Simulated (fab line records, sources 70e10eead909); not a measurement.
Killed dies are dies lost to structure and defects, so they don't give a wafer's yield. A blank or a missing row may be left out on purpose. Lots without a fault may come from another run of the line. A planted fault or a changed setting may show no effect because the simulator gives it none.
Chamber matching | flow nand_harc | NHARC_A_BONDPAD_CMP_19 on cmp-03: 4 sister chambers
The step polishes, t overpolish 30 s, cu recess touch 16 s, target thk 169.8 nm. 4 wafers are shown with their chamber, then 7 later ones without.

WAFERS WITH THEIR CHAMBER
wafer  | chamber | motor_current_A (A)
L882.4 | 1       | 12.2
L882.6 | 3       | 12.3
L890.1 | 0       | 10.8
L890.2 | 2       | 12.6

WAFERS WITHOUT THEIR CHAMBER
wafer  | motor_current_A (A)
L890.3 | 12.2
L891.2 | 12.0
L891.5 | 12.6
L891.6 | 13.1
L899.1 | 12.5
L899.4 | 11.2
L899.5 | 10.8

WHICH CHAMBER EACH WENT THROUGH
wafer  | from the rows above          | in truth
L890.3 | can't be placed: 1 or 3 or 2 | 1
L891.2 | can't be placed: 1 or 3 or 2 | 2
L891.5 | can't be placed: 2 or 3 or 1 | 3
L891.6 | can't be placed: 2 or 3 or 1 | 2
L899.1 | can't be placed: 2 or 3 or 1 | 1
L899.4 | 0                            | 0
L899.5 | 0                            | 0
Placed correctly: 2 of 7. Can't be placed from these rows: 5 (the true chamber is among the candidates in 5). Placed wrongly: 0.
How it was worked out, from the rows above alone: a wafer's distance from a chamber is the root of the sum, over the readings, of the square of ((its reading less the chamber's mean) divided by the reading's scatter). The wafer belongs to the nearest chamber; if the next one is less than 2 further off, it can't be placed. A chamber's mean is the mean of its shown wafers. The scatter: with one shown wafer a chamber, the root of the mean of the squares of how far each hidden wafer lies from its nearest shown one.
